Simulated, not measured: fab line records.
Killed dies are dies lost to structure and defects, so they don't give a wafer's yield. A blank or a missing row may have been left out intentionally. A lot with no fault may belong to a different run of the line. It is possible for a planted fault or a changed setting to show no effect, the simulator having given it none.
fab line records	flow n5Finfet	part 1 of 2: steps 1 to 18 of 25
record lots=5	wafers=15	lastDay=17
route steps=1938 shown BEOL_M6@1213
lots that met no fault: taken from a fault-free run of the same line
startH: start of the lot's first displayed wafer, in hours after the record's first day	waitH: hours since the lot's step before	" identical to the entry in the row above	L1.1+2: one row covering several wafers at once	- either no value or no given start	* or withheld: withheld	< > ~ a bound
route shown NAME@n: names a module that has steps shown in the file, with the first one's number in the route	usual: mean/standard deviation of fault-free wafers	same: alike in all rows	chamber/n: place in a boat	sites: readings site by site	_std_site: how widely they spread, as a standard deviation	_edge_site: outer sites' mean less inner sites'	radiusMm: how far each site lies from the wafer's centre	mask NAME#n: copy n	behind: the last tool/chamber to shape the wafer	hold: reason for holding the lot/hours on hold/outcome of the hold	device: names the non-switching transistor (n, p or np)	end of line: the route-end tests of the same wafers	a step with no rows: only its recipe	killed: count of dies lost to structure and defects at first sort (not the wafer's yield)	map: a wafer's dies, marking killed ones x, the rest . and places with no die _
set.NAME: the setting the step ran with; set.NAME@STEP: the setting that earlier step ran with	model.NAME: the simulator's own value behind a step, which no gauge read
certain route steps with their lots: each step a table, each wafer a row
services: the hour from which a tool's chamber was out of use, counted from the record's first day as startH (under 0 if before that day), plus the number of hours and why
## steps
# step N5_BEOL_M6_STRIP_68
# recipe chemistry=N2/H2	tempC=40	n2FlowSccm=200	h2FlowSccm=200	rfFrequencyHz=6e+07
lot.wafer	tool	chamber	startH	waitH
L078.2+4+5	rieDiel-03	2	206.31	0.3
L083.1+2+6	rieDiel-04	1,0,3	228.90	0.1
L082.2+3+6	rieDiel-04	1,0,3	236.50	0.1
L090.1+2+4	rieDiel-03	0,3,1	290.25	0.1
L097.1+5+6	rieDiel-02	3,3,2	318.73	0.1
# step N5_BEOL_M6_STRIP_67
# recipe chemistry=CF4	resist=SiARC	powerW=300	biasPowerW=75	pressureMtorr=50	cf4FlowSccm=150	rfFrequencyHz=6e+07
# usual drypumpMotorCurrentA=5.6/0.52	oesProductAu=0.82/0.074	rfVppV=271.4/1.4	showerheadPlenumPTorr=1.81/0.051	throttleValvePct=13.50/0.22
lot.wafer	tool	chamber	startH	waitH	drypumpMotorCurrentA	oesProductAu	rfHoursCounterH	rfVppV	showerheadPlenumPTorr	throttleValvePct
L078.2	rieDiel-03	2	206.35	0.0	5.4	0.94	-	269.6	1.77	13.21
L078.4	"	2	"	"	5.4	0.94	-	271.1	1.77	13.20
L078.5	"	2	"	"	5.4	0.93	-	270.1	1.77	13.22
L083.1	rieDiel-04	1	228.91	0.0	6.6	0.73	192	275.0	1.85	13.91
L083.2	"	0	"	"	5.8	0.92	18	270.3	1.77	13.41
L083.6	"	3	"	"	5.4	0.83	-	272.3	1.89	13.39
L082.2	rieDiel-04	1	236.51	0.0	6.6	0.73	195	271.1	1.85	13.92
L082.3	"	0	"	"	5.8	0.92	21	271.5	1.77	13.40
L082.6	"	3	"	"	5.4	0.83	-	273.3	1.89	13.41
L090.1	rieDiel-03	0	290.26	0.0	6.0	0.82	109	272.3	1.87	13.50
L090.2	"	3	"	"	4.8	0.72	221	270.1	1.78	13.82
L090.4	"	1	"	"	5.7	0.86	61	271.9	1.82	13.33
L097.1	rieDiel-02	3	318.74	0.0	4.7	0.71	241	270.3	1.77	13.77
L097.5	"	3	"	"	4.7	0.72	-	270.3	1.77	13.76
L097.6	"	2	"	"	5.5	0.83	-	268.6	1.75	13.34
# step N5_BEOL_M6_HM_OPEN_17
# recipe chemistry=Cl2/BCl3	targetDepthA=200	overetchA=60	target=TiN	maskMaterial=SOC	ionEnergyEv=150	pressureMtorr=10	icpW=1000	biasW=126	Cl2_flow_sccm=53.25	bcl3FlowSccm=21.75	Ar_flow_sccm=25
# usual drypumpMotorCurrentA=5.2/0.58	mfcArSccm=24.99/0.071	oesProductAu=0.66/0.054	throttleValvePct=22.16/0.19
lot.wafer	tool	chamber	startH	waitH	drypumpMotorCurrentA	mfcArSccm	oesProductAu	rfHoursCounterH	throttleValvePct
L078.2	rieMetal-01	0	206.42	0.1	6.1	25.00	0.64	45	21.68
L078.4	"	1	"	"	5.4	24.92	0.60	-	22.18
L078.5	"	1	"	"	5.4	24.99	0.60	-	22.21
L083.1	rieMetal-03	0	228.95	0.0	4.8	24.93	0.65	46	22.36
L083.2	"	1	"	"	4.7	24.93	0.67	43	22.13
L083.6	"	1	"	"	4.7	25.02	0.66	-	22.11
L082.2	rieMetal-03	1	236.56	0.0	4.7	24.92	0.66	43	22.14
L082.3	"	0	"	"	4.8	25.05	0.64	-	22.39
L082.6	"	1	"	"	4.7	24.94	0.66	-	22.11
L090.1	rieMetal-03	0	290.30	0.0	4.7	24.90	0.64	51	22.37
L090.2	"	1	"	"	4.7	24.96	0.65	51	22.14
L090.4	"	1	"	"	4.7	24.89	0.65	-	22.14
L097.1	rieMetal-03	1	318.78	0.0	4.7	25.14	0.65	54	22.13
L097.5	"	0	"	"	4.8	25.01	0.63	-	22.36
L097.6	"	1	"	"	4.7	25.08	0.64	-	22.14
# step N5_BEOL_M6_STRIP_19
# recipe chemistry=O2	powerW=400	tempC=40	pressureMtorr=30	rfFrequencyHz=6e+07	biasPowerW=0	overashFraction=0.2	o2FlowSccm=225
# usual drypumpMotorCurrentA=5.5/0.55	oesProductAu=0.82/0.078	rfVppV=3.7/0.63	showerheadPlenumPTorr=2.12/0.068	throttleValvePct=16.56/0.18
lot.wafer	tool	chamber	startH	waitH	drypumpMotorCurrentA	oesProductAu	rfHoursCounterH	rfVppV	showerheadPlenumPTorr	throttleValvePct
L078.2	rieDiel-03	0	206.76	0.3	6.0	0.86	77	4.2	2.21	16.57
L078.4	"	0	"	"	6.0	0.85	-	4.8	2.21	16.58
L078.5	"	2	"	"	5.4	0.94	-	3.1	2.06	16.29
L083.1	rieDiel-02	3	229.06	0.1	4.7	0.72	213	4.1	2.07	16.71
L083.2	"	1	"	"	4.9	0.80	102	4.6	2.11	16.47
L083.6	"	3	"	"	4.7	0.73	-	4.3	2.07	16.74
L082.2	rieDiel-02	3	236.67	0.1	4.7	0.71	217	3.5	2.07	16.75
L082.3	"	1	"	"	4.9	0.79	106	3.5	2.11	16.49
L082.6	"	1	"	"	4.9	0.81	-	3.3	2.11	16.51
L090.1	rieDiel-02	2	290.42	0.1	5.4	0.87	53	4.0	2.04	16.42
L090.2	"	0	"	"	6.2	0.87	47	3.4	2.23	16.48
L090.4	"	1	"	"	4.9	0.79	125	5.1	2.10	16.53
L097.1	rieDiel-02	0	318.89	0.1	6.2	0.85	60	3.9	2.22	16.50
L097.5	"	3	"	"	4.7	0.71	-	3.8	2.06	16.78
L097.6	"	0	"	"	6.2	0.85	-	3.0	2.22	16.50
# step N5_BEOL_M6_CD_MEAS_18
# recipe pitchNm=80	targetCdNm=40
# usual cdNm=40.0/0.48
lot.wafer	tool	chamber	startH	waitH	cdNm
L078.2	cdSem-01	-	206.85	0.1	40.3
L078.4	"	-	"	"	40.5
L078.5	"	-	"	"	39.6
L083.1	cdSem-01	-	229.13	0.0	39.7
L083.2	"	-	"	"	39.8
L083.6	"	-	"	"	39.7
L082.2	cdSem-02	-	236.74	0.1	39.3
L082.3	"	-	"	"	39.9
L082.6	"	-	"	"	40.0
L090.1	cdSem-03	-	290.49	0.0	39.8
L090.2	"	-	"	"	39.7
L090.4	"	-	"	"	40.4
L097.1	cdSem-01	-	318.96	0.0	39.7
L097.5	"	-	"	"	39.1
L097.6	"	-	"	"	39.7
# step N5_BEOL_M6_COAT_63
# recipe resist=SOC	tempC=250	timeS=60	spinRpm=1500	resistThkNm=60
# usual chillPlateTempC=22.99/0.11	exhaustPa=45.1/0.86	spinSpeedRpm=1500.1/0.99
# same timeS=60
lot.wafer	tool	chamber	startH	waitH	chillPlateTempC	exhaustPa	spinSpeedRpm
L078.2	lithoTrack-02	0	208.66	1.8	22.94	45.5	1498.9
L078.4	"	0	"	"	22.85	45.2	1500.5
L078.5	"	0	"	"	23.00	45.5	1499.4
L083.1	lithoTrack-05	0	229.91	0.8	23.03	44.4	1500.0
L083.2	"	0	"	"	23.11	46.0	1500.4
L083.6	"	0	"	"	23.19	46.0	1499.8
L082.2	lithoTrack-02	0	238.47	1.7	22.98	44.7	1500.6
L082.3	"	0	"	"	23.01	44.8	1498.9
L082.6	"	0	"	"	23.00	44.9	1497.9
L090.1	lithoTrack-02	0	290.53	0.0	23.06	45.2	1500.7
L090.2	"	0	"	"	23.01	45.9	1499.7
L090.4	"	0	"	"	23.19	44.8	1501.2
L097.1	lithoTrack-05	0	320.18	1.2	23.05	43.9	1500.7
L097.5	"	0	"	"	23.00	44.6	1500.8
L097.6	"	0	"	"	23.21	44.6	1499.2
# step N5_BEOL_M6_COAT_64
# recipe resist=SiARC	tempC=220	timeS=60	spinRpm=1500	resistThkNm=12
# usual chillPlateTempC=23.02/0.11	exhaustPa=45.0/0.99	spinSpeedRpm=1499.9/1.1
# same timeS=60
lot.wafer	tool	chamber	startH	waitH	chillPlateTempC	exhaustPa	spinSpeedRpm
L078.2	lithoTrack-02	0	-	-	23.13	46.0	1500.8
L078.4	"	0	"	"	23.15	44.8	1500.0
L078.5	"	0	"	"	23.13	44.9	1499.3
L083.1	lithoTrack-05	0	-	-	22.85	44.8	1500.9
L083.2	"	0	"	"	22.88	44.3	1500.0
L083.6	"	0	"	"	22.89	44.9	1500.2
L082.2	lithoTrack-02	0	-	-	22.97	45.1	1499.7
L082.3	"	0	"	"	23.06	44.1	1502.2
L082.6	"	0	"	"	23.11	45.1	1500.5
L090.1	lithoTrack-02	0	-	-	23.01	43.0	1502.1
L090.2	"	0	"	"	23.13	43.7	1501.2
L090.4	"	0	"	"	23.02	44.4	1499.9
L097.1	lithoTrack-05	0	-	-	23.14	45.9	1497.3
L097.5	"	0	"	"	23.20	44.7	1498.2
L097.6	"	0	"	"	22.97	44.7	1498.2
# step N5_BEOL_M6_COAT_71
# recipe resist=underlayer	tempC=205	timeS=60	spinRpm=1500	resistThkNm=5
# usual chillPlateTempC=22.99/0.098	exhaustPa=45.1/0.96	spinSpeedRpm=1500.1/0.96
# same timeS=60
lot.wafer	tool	chamber	startH	waitH	chillPlateTempC	exhaustPa	spinSpeedRpm
L078.2	lithoTrack-02	0	-	-	22.91	44.5	1500.7
L078.4	"	0	"	"	22.97	45.0	1501.1
L078.5	"	0	"	"	23.01	44.1	1498.9
L083.1	lithoTrack-05	0	-	-	23.04	45.0	1499.5
L083.2	"	0	"	"	22.83	44.3	1500.6
L083.6	"	0	"	"	22.90	44.2	1499.8
L082.2	lithoTrack-02	0	-	-	23.01	45.8	1500.0
L082.3	"	0	"	"	23.04	44.5	1500.6
L082.6	"	0	"	"	23.12	44.6	1499.3
L090.1	lithoTrack-02	0	-	-	22.98	43.0	1500.8
L090.2	"	0	"	"	22.96	43.3	1498.9
L090.4	"	0	"	"	22.82	44.2	1501.4
L097.1	lithoTrack-05	0	-	-	22.98	45.7	1501.0
L097.5	"	0	"	"	23.00	45.7	1499.1
L097.6	"	0	"	"	22.94	45.6	1498.8
# step N5_BEOL_M6_COAT_22
# recipe resist=CAR-EUV	spinRpm=1500	resistThkNm=30
# usual chillPlateTempC=22.99/0.1	exhaustPa=45.0/0.86	spinSpeedRpm=1499.9/0.86
lot.wafer	tool	chamber	startH	waitH	chillPlateTempC	exhaustPa	spinSpeedRpm
L078.2	lithoTrack-02	0	-	-	22.89	44.6	1498.6
L078.4	"	0	"	"	22.90	45.0	1499.1
L078.5	"	0	"	"	22.86	45.0	1498.8
L083.1	lithoTrack-05	0	-	-	23.15	44.9	1501.3
L083.2	"	0	"	"	23.11	44.4	1499.9
L083.6	"	0	"	"	23.26	45.6	1500.7
L082.2	lithoTrack-02	0	-	-	22.90	45.2	1500.0
L082.3	"	0	"	"	22.90	44.6	1499.9
L082.6	"	0	"	"	23.07	44.9	1499.5
L090.1	lithoTrack-02	0	-	-	23.04	45.2	1499.3
L090.2	"	0	"	"	22.87	44.9	1500.7
L090.4	"	0	"	"	22.89	45.0	1500.0
L097.1	lithoTrack-05	0	-	-	22.79	43.8	1500.5
L097.5	"	0	"	"	22.91	44.0	1498.5
L097.6	"	0	"	"	22.73	44.7	1499.5
# step N5_BEOL_M6_EBR_24
# recipe solvent=PGMEA	ebrWidthMm=1.5
# usual chillPlateTempC=22.99/0.098	exhaustPa=44.8/0.88
# same ebrWidthMm=1.5
lot.wafer	tool	chamber	startH	waitH	chillPlateTempC	exhaustPa
L078.2	lithoTrack-02	0	-	-	22.89	46.6
L078.4	"	0	"	"	23.17	44.3
L078.5	"	0	"	"	22.95	44.9
L083.1	lithoTrack-05	0	-	-	22.98	44.3
L083.2	"	0	"	"	23.03	44.6
L083.6	"	0	"	"	23.00	44.9
L082.2	lithoTrack-02	0	-	-	22.97	44.6
L082.3	"	0	"	"	22.97	45.3
L082.6	"	0	"	"	22.96	44.8
L090.1	lithoTrack-02	0	-	-	23.00	45.1
L090.2	"	0	"	"	23.20	44.7
L090.4	"	0	"	"	23.02	44.0
L097.1	lithoTrack-05	0	-	-	23.09	45.5
L097.5	"	0	"	"	23.12	45.9
L097.6	"	0	"	"	23.05	44.8
# step N5_BEOL_M6_SOFTBAKE_23
# recipe tempC=110	timeS=60	resist=CAR-EUV
# usual chillPlateTempC=22.99/0.083	exhaustPa=45.0/0.8
# same timeS=60
lot.wafer	tool	chamber	startH	waitH	chillPlateTempC	exhaustPa
L078.2	lithoTrack-02	0	-	-	22.79	45.3
L078.4	"	0	"	"	22.99	44.3
L078.5	"	0	"	"	22.97	44.0
L083.1	lithoTrack-05	0	-	-	22.88	43.6
L083.2	"	0	"	"	22.91	45.0
L083.6	"	0	"	"	22.96	44.1
L082.2	lithoTrack-02	0	-	-	22.95	44.1
L082.3	"	0	"	"	23.13	44.8
L082.6	"	0	"	"	22.97	44.0
L090.1	lithoTrack-02	0	-	-	23.15	44.9
L090.2	"	0	"	"	23.09	46.3
L090.4	"	0	"	"	23.09	45.6
L097.1	lithoTrack-05	0	-	-	22.96	46.0
L097.5	"	0	"	"	23.07	46.6
L097.6	"	0	"	"	22.98	45.8
# step N5_BEOL_M6_EXPOSE_25
# recipe maskId=V5	na=0.33	sourceShape=annular	sigmaInner=0.4	sigmaOuter=0.8	polarization=unpolarized	targetCdNm=40	doseMj=45
# usual stageMsdNm=0.83/0.071
# same na=0.33
lot.wafer	tool	chamber	startH	waitH	mask	stageMsdNm
L078.2	euvScanner-02	0	208.93	-	V5#0	0.76
L078.4	"	0	"	"	V5#0	0.76
L078.5	"	0	"	"	V5#0	0.76
L083.1	euvScanner-02	0	230.05	-	V5#0	0.76
L083.2	"	0	"	"	V5#0	0.75
L083.6	"	0	"	"	V5#0	0.76
L082.2	euvScanner-01	0	238.61	-	V5#0	0.90
L082.3	"	0	"	"	V5#0	0.90
L082.6	"	0	"	"	V5#0	0.90
L090.1	euvScanner-02	0	290.66	-	V5#0	0.76
L090.2	"	0	"	"	V5#0	0.76
L090.4	"	0	"	"	V5#0	0.76
L097.1	euvScanner-01	0	320.32	-	V5#0	0.89
L097.5	"	0	"	"	V5#0	0.89
L097.6	"	0	"	"	V5#0	0.89
# step N5_BEOL_M6_PEB_26
# recipe pebTempC=100	pebTimeS=60	resist=CAR-EUV
# usual chillPlateTempC=22.98/0.11	exhaustPa=44.9/0.92
lot.wafer	tool	chamber	startH	waitH	chillPlateTempC	exhaustPa
L078.2	lithoTrack-04	0	208.99	0.1	23.02	45.9
L078.4	"	0	"	"	22.92	45.6
L078.5	"	0	"	"	22.90	46.6
L083.1	lithoTrack-05	0	230.12	0.1	22.90	45.0
L083.2	"	0	"	"	22.99	46.2
L083.6	"	0	"	"	22.84	45.3
L082.2	lithoTrack-05	0	238.67	0.1	22.79	44.5
L082.3	"	0	"	"	23.00	44.4
L082.6	"	0	"	"	22.83	44.6
L090.1	lithoTrack-02	0	290.73	0.1	22.94	45.1
L090.2	"	0	"	"	22.97	45.1
L090.4	"	0	"	"	22.93	44.7
L097.1	lithoTrack-05	0	320.39	0.1	23.02	44.5
L097.5	"	0	"	"	23.01	44.8
L097.6	"	0	"	"	23.04	44.2
# step N5_BEOL_M6_DEVELOP_27
# recipe developTimeS=30	developer=TMAH	resist=CAR-EUV	rinseLiquid=surfactantRinse	dry=airSpin	devTempC=23
# usual chillPlateTempC=22.97/0.13	exhaustPa=45.1/0.84
lot.wafer	tool	chamber	startH	waitH	chillPlateTempC	exhaustPa
L078.2	lithoTrack-04	0	-	-	22.94	45.1
L078.4	"	0	"	"	23.16	44.0
L078.5	"	0	"	"	23.03	44.0
L083.1	lithoTrack-05	0	-	-	23.00	43.8
L083.2	"	0	"	"	22.88	44.4
L083.6	"	0	"	"	22.90	43.9
L082.2	lithoTrack-05	0	-	-	23.00	43.3
L082.3	"	0	"	"	22.89	44.4
L082.6	"	0	"	"	22.89	44.3
L090.1	lithoTrack-02	0	-	-	22.99	45.1
L090.2	"	0	"	"	22.87	45.2
L090.4	"	0	"	"	22.93	44.8
L097.1	lithoTrack-05	0	-	-	22.94	45.4
L097.5	"	0	"	"	22.85	44.0
L097.6	"	0	"	"	23.03	44.6
# step N5_BEOL_M6_CD_MEAS_28
# recipe targetCdNm=40	landingEnergyEv=500	detector=seInlens
# usual cdNm=40.00/0.23
# same landingEnergyEv=500
lot.wafer	tool	chamber	startH	waitH	cdNm
L078.2	cdSem-03	0	209.06	-	40.46
L078.4	"	0	"	"	40.20
L078.5	"	0	"	"	39.83
L083.1	cdSem-02	0	230.18	-	39.62
L083.2	"	0	"	"	40.21
L083.6	"	0	"	"	39.88
L082.2	cdSem-02	0	238.74	-	39.93
L082.3	"	0	"	"	40.29
L082.6	"	0	"	"	40.21
L090.1	cdSem-01	0	290.80	-	39.80
L090.2	"	0	"	"	39.84
L090.4	"	0	"	"	39.82
L097.1	cdSem-02	0	320.45	-	40.18
L097.5	"	0	"	"	40.12
L097.6	"	0	"	"	40.16
# step N5_BEOL_M6_OVL_MEAS_29
# recipe pointsPerWafer=522
# usual V5_OVL=0.0/0.64
lot.wafer	tool	chamber	startH	waitH	V5_OVL[nm]
L078.2	overlay-02	0	209.09	0.0	0.2
L078.4	"	0	"	"	0.9
L078.5	"	0	"	"	0.1
L083.1	overlay-01	0	230.21	0.0	0.2
L083.2	"	0	"	"	0.3
L083.6	"	0	"	"	-0.3
L082.2	overlay-02	0	238.77	0.0	1.0
L082.3	"	0	"	"	0.3
L082.6	"	0	"	"	0.4
L090.1	overlay-02	0	290.83	0.0	0.6
L090.2	"	0	"	"	0.9
L090.4	"	0	"	"	0.7
L097.1	overlay-01	0	320.48	0.0	0.4
L097.5	"	0	"	"	-0.6
L097.6	"	0	"	"	0.2
# step N5_BEOL_M6_INSPECT_30
# recipe mode=adi	inspectInstrument=brightfield
# usual rawDefectCount=403/92
lot.wafer	tool	chamber	startH	waitH	rawDefectCount
L078.2	defectInspect-02	-	209.15	0.0	476
L078.4	"	-	"	"	306
L078.5	"	-	"	"	326
L083.1	defectInspect-01	-	230.27	0.1	364
L083.2	"	-	"	"	371
L083.6	"	-	"	"	336
L082.2	defectInspect-01	-	238.83	0.0	545
L082.3	"	-	"	"	449
L082.6	"	-	"	"	495
L090.1	defectInspect-01	-	290.89	0.1	349
L090.2	"	-	"	"	310
L090.4	"	-	"	"	379
L097.1	defectInspect-02	-	320.54	0.1	367
L097.5	"	-	"	"	529
L097.6	"	-	"	"	532
# step N5_BEOL_M6_DESCUM_33
# recipe chemistry=O2	timeS=7	sourcePowerW=50	biasPowerW=20	pressureMtorr=20	rfFrequencyHz=2.712e+07	tempC=40	resist=CAR-EUV	o2FlowSccm=225
# usual drypumpMotorCurrentA=5.6/0.55	oesProductAu=0.82/0.077	rfVppV=243.5/1.3	showerheadPlenumPTorr=2.12/0.068	throttleValvePct=20.36/0.19
# same timeS=7
lot.wafer	tool	chamber	startH	waitH	drypumpMotorCurrentA	oesProductAu	rfHoursCounterH	rfVppV	showerheadPlenumPTorr	throttleValvePct
L078.2	rieDiel-04	3	209.18	0.0	5.4	0.85	68	243.0	2.21	20.27
L078.4	"	2	"	"	5.7	0.77	119	242.9	2.11	20.56
L078.5	"	3	"	"	5.4	0.84	-	245.5	2.21	20.28
L083.1	rieDiel-04	1	230.31	0.0	6.6	0.73	192	242.8	2.16	20.72
L083.2	"	2	"	"	5.7	0.77	126	242.2	2.10	20.57
L083.6	"	2	"	"	5.7	0.78	-	244.5	2.10	20.57
L082.2	rieDiel-03	3	238.86	0.0	4.9	0.72	202	242.7	2.08	20.54
L082.3	"	1	"	"	5.7	0.87	43	243.3	2.14	20.18
L082.6	"	0	"	"	6.0	0.82	-	242.9	2.20	20.38
L090.1	rieDiel-02	2	290.95	0.1	5.4	0.86	53	244.1	2.03	20.18
L090.2	"	1	"	"	4.9	0.77	125	242.7	2.10	20.27
L090.4	"	3	"	"	4.7	0.70	237	243.6	2.06	20.45
L097.1	rieDiel-04	2	320.58	0.0	5.7	0.75	148	244.3	2.10	20.60
L097.5	"	0	"	"	5.9	0.86	-	242.2	2.03	20.33
L097.6	"	1	"	"	6.6	0.71	-	244.9	2.14	20.78
